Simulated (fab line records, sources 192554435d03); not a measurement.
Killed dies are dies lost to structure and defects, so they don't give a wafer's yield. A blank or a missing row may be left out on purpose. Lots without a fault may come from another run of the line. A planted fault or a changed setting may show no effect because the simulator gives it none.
One fault seen from 2 desks | flow n5_finfet | each desk has only its own numbers; what lay behind them comes last

THE TOOL OWNER'S DESK: vapor_etch-01
The tool's own readings at N5_STI_FIN_REVEAL_RECESS_09 (chemistry HF/NH3, target SiO2, afs cycles 11, target depth 42.5 nm, sublimation time 60 s): means of the sampled wafers that have a number, for each lot that ran on this tool. A lot is out of limits, marked OUT, if its mean lies more than 4 standard deviations from the usual mean; the brackets give that distance.
Columns: A = drypump_motor_current_A at N5_STI_FIN_REVEAL_RECESS_09, usual 5.76 A
lot  | first seen here | A
L354 | day 3 17:12     | 5.82
L356 | day 4 06:13     | 5.93
L357 | day 4 10:53     | 5.84
L358 | day 4 20:07     | 5.92
L360 | day 5 06:34     | 5.83
L362 | day 5 17:10     | 5.83
This desk's finding: nothing out of limits on any of the 6 lots.

THE METROLOGY DESK
What the gauges read, lot by lot, whatever tool the lot ran on: means of the sampled wafers that have a number. A lot is out of limits, marked OUT, if its mean lies more than 4 standard deviations from the usual mean; the brackets give that distance. Of its 11 readings 7 are shown: the one that was out of limits first, and those that lie furthest out on some lot.
Columns: A = trench_depth_nm at N5_STI_FIN_REVEAL_FIN_H_MEAS_10, usual 52.1 nm; B = DIBL_N at N5_BEOL_M4_RC_MEAS_101, usual 37.3 mV/V; C = DIBL_P at N5_BEOL_M4_RC_MEAS_101, usual 37.4 mV/V; D = ION_N at N5_BEOL_M4_RC_MEAS_101, usual 679 uA/um; E = ION_P at N5_BEOL_M4_RC_MEAS_101, usual 468 uA/um; F = SS_N at N5_BEOL_M4_RC_MEAS_101, usual 71.8 mV/dec; G = VT_P at N5_BEOL_M4_RC_MEAS_101, usual -248 mV
lot  | first seen here | A               | B    | C    | D   | E   | F    | G
L354 | day 3 19:53     | 53.4            | 39.0 | 40.3 | 691 | 469 | 72.1 | -249
L356 | day 4 08:56     | 52.2            | 36.4 | 36.9 | 687 | 472 | 71.6 | -247
L357 | day 4 13:38     | 51.9            | 39.2 | 38.0 | 692 | 476 | 72.0 | -244
L358 | day 4 22:49     | 54.5            | 38.8 | 39.9 | 720 | 493 | 71.8 | -247
L360 | day 5 09:16     | 55.4            | 37.6 | 38.8 | 720 | 486 | 71.9 | -250
L362 | day 5 19:52     | 56.0 (+4.5) OUT | 36.0 | 36.5 | 706 | 495 | 71.2 | -247
L365 | day 6 12:53     | 51.7            | 33.7 | 34.2 | 667 | 460 | 71.0 | -251
L366 | day 6 21:59     | 52.9            | 37.4 | 38.7 | 690 | 469 | 72.0 | -245
L370 | day 7 17:47     | 51.8            | 38.7 | 39.5 | 673 | 464 | 72.6 | -250
This desk's finding: out of limits on L362; first on L362, day 5 19:52 (trench_depth_nm at N5_STI_FIN_REVEAL_FIN_H_MEAS_10). In limits: L354, L356, L357, L358, L360, L365, L366, L370.

PUT TOGETHER
The metrology desk could have raised an alarm at day 5 19:52, on L362.
The tool owner's desk saw nothing out of limits.
The tool owner's desk has L362 on record, within its limits.
Of the lots named, all ran N5_STI_FIN_REVEAL_RECESS_09 on vapor_etch-01.

WHAT THE SIMULATOR HAD PUT IN
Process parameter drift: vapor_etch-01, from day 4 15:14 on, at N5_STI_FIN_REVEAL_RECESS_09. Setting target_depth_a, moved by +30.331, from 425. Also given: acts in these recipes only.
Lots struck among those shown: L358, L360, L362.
Hours from the fault's start to each desk's first reading out of limits: the metrology desk, 29.
